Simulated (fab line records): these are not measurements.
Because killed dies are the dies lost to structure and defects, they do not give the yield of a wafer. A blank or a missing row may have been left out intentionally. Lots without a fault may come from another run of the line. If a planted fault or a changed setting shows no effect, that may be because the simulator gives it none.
Comparing a struck lot with a sound one | flow n5-finfet | 38 steps out of a route of 1938
Sound: the wafers L528.4, L528.5, L528.6. Struck: wafer L510.1; the same lot's L510.4 was not struck, so it is left out; see the end for the cause.
For every step that has rows: the tool of each side, followed by ch and its chambers, followed by its first start. Under that, the readings that differ: sound wafers | struck wafers | difference of the means | sigmas: that difference in standard deviations of wafers without a fault.
alike: same words and numbers on both sides, and readings whose means sit less than 2 such deviations apart. not compared: any withheld reading, any reading some wafer has no value for, any bound like >300 that may hide the same value, and any number with overlapping values for which the record gives no deviation.
The two part at a step that has a row with sigmas, a row that says differs or no value, or rows on one side only. Non-overlapping numbers with no deviation appear without sigmas and do not part them. A reading that every wafer of one side lacks parts them only if that side has two wafers or more.

first, 9 steps without rows for these wafers: N5_BEOL_M4_ANNEAL_95 (time 240 s); N5_BEOL_M4_SPUTTER_96 (material Cu, target thk 4.5 nm, time 8.29 s); N5_BEOL_M4_ECD_50 (material Cu, target thk 300 nm); N5_BEOL_M4_ANNEAL_51 (time 90 s); N5_BEOL_M4_CMP_52 (polishes, stops on SiOC, t overpolish 6.8 s, target thk 40 nm); N5_BEOL_M4_PRE_CLEAN_60 (time 15 s); N5_BEOL_M4_CO_CAP_55 (material Co, precursor CCTBA/H2, target thk 2 nm, time 102.1 s); N5_BEOL_M4_PRE_CLEAN_56 (time 15 s); N5_BEOL_M4_DEP_57 (deposits SiCN from 3MS/NH3, target thk 8 nm, time 14 s).
N5_BEOL_M4_RC_MEAS_101:
  sound on prober-02 ch 0, day 13 22:50; struck on prober-02 ch 0, day 9 19:10
  reading        | sound             | struck | difference | sigmas
  DIBL_N (mV/V)  | 34.2 34.4 33.5    | 38.2   | +4.2       | +3
  IOFF_N (nA/um) | 0.136 0.140 0.131 | 0.206  | +0.070     | +3
  ION_N (uA/um)  | 681 674 666       | 694    | +20        | +2
  SS_N (mV/dec)  | 71.7 71.6 70.4    | 72.3   | +1.1       | +2
  alike: DIBL_P, IOFF_P, ION_P, SS_P, VT_N, VT_P
then, 24 steps without rows for these wafers: N5_BEOL_M5_ILD_DEP_00 (deposits SiCOH lowk from DEMS/porogen, target thk 140.64 nm, time 25.9 s); N5_BEOL_M5_CURE_79 (cures SiCOH lowk, time 240 s); N5_BEOL_M5_PECVD_70 (deposits SiO2 from TEOS/O2, target thk 16 nm, time 18 s); N5_BEOL_M5_HM_DEP_02 (deposits TiN, target thk 20 nm); N5_BEOL_M5_COAT_59 (time 60 s, resist thk 60 nm); N5_BEOL_M5_COAT_60 (time 60 s, resist thk 12 nm); N5_BEOL_M5_COAT_71 (time 60 s, resist thk 5 nm); N5_BEOL_M5_COAT_05 (resist thk 30 nm); N5_BEOL_M5_EBR_07; N5_BEOL_M5_SOFTBAKE_06 (time 60 s); N5_BEOL_M5_EXPOSE_08 (exposes mask M5, target cd 28 nm); N5_BEOL_M5_PEB_09 (peb time 60 s); N5_BEOL_M5_DEVELOP_10 (develop time 30 s); N5_BEOL_M5_DESCUM_16 (chemistry O2, time 7 s); N5_BEOL_M5_ETCH_72 (etches underlayer in N2/H2, target depth 6.5 nm, time 5.2 s); N5_BEOL_M5_ETCH_61 (etches SiARC in CF4, target depth 15.6 nm, time 26 s); N5_BEOL_M5_ETCH_62 (etches SOC in N2/H2, target depth 75 nm, overetch 15 nm, time 112.5 s); N5_BEOL_M5_STRIP_63 (strips in N2/H2); N5_BEOL_M5_STRIP_73 (strips in N2/H2); N5_BEOL_M5_STRIP_64 (strips in CF4); N5_BEOL_M5_HM_OPEN_17 (chemistry Cl2/BCl3, target TiN, target depth 20 nm, overetch 6 nm); N5_BEOL_M5_STRIP_19 (strips in O2); N5_BEOL_M5_COAT_65 (time 60 s, resist thk 60 nm); N5_BEOL_M5_COAT_66 (time 60 s, resist thk 12 nm).
-- the record jumps here: 3 days lie between the struck wafers' starts before and after (it left off in module BEOL_M5 and takes up again in module BEOL_M12, whose first step shown is number 1653 of the route) --
N5_BEOL_M12_CMP_49: polishes, stops on SiOC, t overpolish 20.6 s, target thk 320 nm.
  sound on cmp-04 ch 1,2,3, day 16 16:55; struck on cmp-03 ch 0, day 12 11:11
  reading                      | sound                | struck | difference | sigmas
  barrier-field-endpoint-s (s) | 30.5 30.4 29.8       | 60.0   | +29.8      | +51
  overpolish-run-s (s)         | 20.602 20.596 20.605 | 6.222  | -14.379    | -99 or more
  alike: motor-current-A
N5_BEOL_M12_THK_MEAS_50: measures by xrf.
  sound on film-metro-01 at day 16 17:06; struck on film-metro-02 at day 12 11:29
  reading      | sound       | struck | difference | sigmas
  M12_THK (nm) | 313 327 323 | 585    | +264       | +48
N5_BEOL_M12_INSPECT_55: inspects for defects (darkfield).
  sound on defect-inspect-02 at day 16 17:15; struck on defect-inspect-01 at day 12 11:38
  reading          | sound    | struck | difference | sigmas
  raw-defect-count | 38 38 78 | 4853   | +4802      | +99 or more
N5_PASSIVATION_PROBE_49:
  sound on prober-02 at day 18 08:57; struck on prober-01 at day 13 23:06
  reading                  | sound          | struck | difference | sigmas
  defect-limited-yield (%) | 89.7 89.6 90.2 | 0      | -90        | -56
  killed_at_M4_up          | 19 33 29       | 1078   | +1051      | +99 or more
  killed-dies              | 121 123 116    | 1180   | +1060      | +56
  killed-on-rim            | 19 18 22       | 152    | +132       | +33
  sort-n-pass              | 1059 1057 1064 | 0      | -1060      | -56
  sort-yield-pct (%)       | 89.7 89.6 90.2 | 0      | -90        | -56
  alike: killed_at_M0_to_M3, killed-at-contacts, killed-at-front-end, killed-at-other, killed-open, killed-short, sort_bin_5_function, sort_bin_6_memory

WHERE THEY PART
Earliest at N5_BEOL_M4_RC_MEAS_101; latest, in this record, at N5_PASSIVATION_PROBE_49.

WHY: whatever the simulator had introduced
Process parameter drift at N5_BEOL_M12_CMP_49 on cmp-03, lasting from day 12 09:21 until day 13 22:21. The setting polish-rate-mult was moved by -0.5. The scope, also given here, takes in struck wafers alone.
